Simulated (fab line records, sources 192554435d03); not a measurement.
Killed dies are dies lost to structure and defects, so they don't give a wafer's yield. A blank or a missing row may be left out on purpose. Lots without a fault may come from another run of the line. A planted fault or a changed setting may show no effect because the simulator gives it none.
Chamber matching | flow n5_finfet | N5_STI_FIN_REVEAL_ALD_00 on ald_sin-02: 4 sister chambers
The step deposits SiO2, target thk 1 nm, pulse time 1 s. 20 wafers are shown with their chamber, then 10 later ones without.

WAFERS WITH THEIR CHAMBER
wafer  | chamber | heater_power_outer_w (W) | heater_power_w (W) | precursor_pulse_height_rel
L076.2 | 3       | 226                      | 405                | 1.028
L076.5 | 3       | 217                      | 404                | 1.001
L076.6 | 0       | 306                      | 527                | 1.016
L082.2 | 1       | 219                      | 391                | 1.004
L082.3 | 3       | 228                      | 412                | 1.006
L082.6 | 3       | 222                      | 413                | 0.968
L085.1 | 0       | 303                      | 526                | 0.984
L085.4 | 0       | 302                      | 535                | 0.987
L085.5 | 1       | 223                      | 386                | 1.031
L086.2 | 1       | 218                      | 391                | 0.984
L086.3 | 3       | 225                      | 415                | 1.007
L086.4 | 0       | 304                      | 526                | 1.036
L087.4 | 2       | 231                      | 411                | 0.988
L087.5 | 2       | 224                      | 417                | 0.992
L087.6 | 1       | 220                      | 394                | 1.036
L090.4 | 0       | 304                      | 548                | 0.988
L090.5 | 3       | 225                      | 402                | 0.994
L090.6 | 0       | 314                      | 554                | 0.997
L092.1 | 0       | 300                      | 544                | 0.962
L092.2 | 3       | 220                      | 417                | 0.975

SIGNATURES (means of the wafers above)
reading                    | chamber 0 | chamber 1 | chamber 2 | chamber 3 | scatter within a chamber
heater_power_outer_w       | 304.71    | 220.00    | 227.50    | 223.29    | 3.93
heater_power_w             | 537.14    | 390.50    | 414.00    | 409.71    | 8.17
precursor_pulse_height_rel | 0.99571   | 1.01375   | 0.99000   | 0.99700   | 0.022
Rule: a wafer's distance from a chamber is the root of the sum, over the readings, of the square of ((its reading less the chamber's mean) divided by the reading's scatter). The wafer belongs to the nearest chamber; if the next one is less than 2 further off, it can't be placed. The scatter: the root of (the sum of the squares of (reading less its chamber's mean) over the shown wafers, divided by (wafers less chambers)).

WAFERS WITHOUT THEIR CHAMBER
wafer  | heater_power_outer_w (W) | heater_power_w (W) | precursor_pulse_height_rel
L092.4 | 228                      | 412                | 0.983
L093.1 | 221                      | 400                | 1.001
L093.3 | 228                      | 425                | 0.996
L093.4 | 231                      | 418                | 1.009
L095.2 | 306                      | 541                | 0.982
L095.3 | 229                      | 429                | 0.975
L095.5 | 233                      | 417                | 0.985
L097.3 | 304                      | 529                | 0.996
L097.4 | 224                      | 422                | 1.000
L097.6 | 305                      | 544                | 0.989

WHICH CHAMBER EACH WENT THROUGH
wafer  | from the rows above          | in truth
L092.4 | can't be placed: 2 or 3      | 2
L093.1 | can't be placed: 1 or 3 or 2 | 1
L093.3 | can't be placed: 2 or 3      | 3
L093.4 | can't be placed: 2 or 3      | 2
L095.2 | 0                            | 0
L095.3 | can't be placed: 2 or 3      | 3
L095.5 | can't be placed: 2 or 3      | 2
L097.3 | 0                            | 0
L097.4 | can't be placed: 2 or 3      | 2
L097.6 | 0                            | 0
Placed correctly: 3 of 10. Can't be placed from these rows: 7 (the true chamber is among the candidates in 7). Placed wrongly: 0.
